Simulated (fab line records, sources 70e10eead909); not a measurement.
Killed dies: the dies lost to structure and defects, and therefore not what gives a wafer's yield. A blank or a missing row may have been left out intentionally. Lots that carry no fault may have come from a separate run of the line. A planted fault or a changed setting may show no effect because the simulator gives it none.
Matching of chambers	flow nand_harc	NHARC_A_CHANNEL_HOLE_D1_DESCUM_15 on rie_diel-12: 4 sister chambers
The step chemistry O2, time 3 s. 4 wafers are shown with their chamber, then 8 later ones without.

## WAFERS, EACH WITH ITS CHAMBER
wafer	chamber	drypump_motor_current_A (A)
L966.1	0	6.5
L966.2	2	5.7
L966.4	1	5.1
L967.1	3	6.1

## WAFERS WITH NO CHAMBER GIVEN
wafer	drypump_motor_current_A (A)
L967.5	6.5
L967.6	6.1
L979.1	6.1
L979.2	6.4
L979.5	5.7
L981.1	5.7
L981.2	6.5
L981.4	5.1

## WHICH CHAMBER EACH WENT THROUGH
wafer	from the rows above	in truth
L967.5	0	0
L967.6	3	3
L979.1	3	3
L979.2	0	0
L979.5	2	2
L981.1	2	2
L981.2	0	0
L981.4	1	1
Placed correctly: 8 of 8. Can't be placed from these rows: 0. Number placed wrongly: 0.
How it was worked out, from the rows above alone: a wafer's distance from a chamber is the root of the sum, over the readings, of the square of ((its reading less the chamber's mean) divided by the reading's scatter). If the next closest chamber is less than 2 further off than the closest, the wafer can't be placed; otherwise it belongs to the closest. Each chamber's mean is taken over the wafers shown for it. The scatter: with one shown wafer a chamber, the root of the mean of the squares of how far each hidden wafer lies from its nearest shown one.
